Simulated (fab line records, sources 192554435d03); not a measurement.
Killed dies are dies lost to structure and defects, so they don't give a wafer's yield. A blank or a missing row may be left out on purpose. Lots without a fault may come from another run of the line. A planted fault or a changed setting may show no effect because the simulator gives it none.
Chamber matching | flow n5_finfet | N5_MOL_CONTACT_COAG_CMP_23 on cmp-01: 4 sister chambers
The step polishes, stops on SiO2, t overpolish 1.5 s, target thk 0 nm. 8 wafers are shown with their chamber, then 7 later ones without.

WAFERS WITH THEIR CHAMBER
wafer  | chamber | motor_current_A (A) | time_to_endpoint_s (s)
L074.4 | 2       | 7.1                 | 5.6
L077.1 | 2       | 7.6                 | 5.7
L077.4 | 0       | 8.1                 | 7.3
L079.3 | 3       | 7.9                 | 9.6
L080.4 | 0       | 8.2                 | 8.1
L081.2 | 1       | 8.5                 | 9.5
L081.3 | 3       | 8.0                 | 9.5
L088.1 | 1       | 8.0                 | 4.3

WAFERS WITHOUT THEIR CHAMBER
wafer  | motor_current_A (A) | time_to_endpoint_s (s)
L088.3 | 8.3                 | 6.3
L088.4 | 7.7                 | 6.4
L090.2 | 7.6                 | 9.7
L090.3 | 8.1                 | 8.5
L091.2 | 7.4                 | 2.8
L091.3 | 8.0                 | 4.5
L094.1 | 8.1                 | 7.2

WHICH CHAMBER EACH WENT THROUGH
wafer  | from the rows above               | in truth
L088.3 | can't be placed: 1 or 0 or 3      | 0
L088.4 | can't be placed: 2 or 0 or 3 or 1 | 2
L090.2 | can't be placed: 3 or 2 or 0 or 1 | 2
L090.3 | can't be placed: 0 or 3 or 1      | 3
L091.2 | 2                                 | 2
L091.3 | can't be placed: 1 or 0 or 2 or 3 | 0
L094.1 | can't be placed: 0 or 1 or 3      | 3
Placed correctly: 1 of 7. Can't be placed from these rows: 6 (the true chamber is among the candidates in 6). Placed wrongly: 0.
How it was worked out, from the rows above alone: a wafer's distance from a chamber is the root of the sum, over the readings, of the square of ((its reading less the chamber's mean) divided by the reading's scatter). The wafer belongs to the nearest chamber; if the next one is less than 2 further off, it can't be placed. A chamber's mean is the mean of its shown wafers. The scatter: the root of (the sum of the squares of (reading less its chamber's mean) over the shown wafers, divided by (wafers less chambers)).
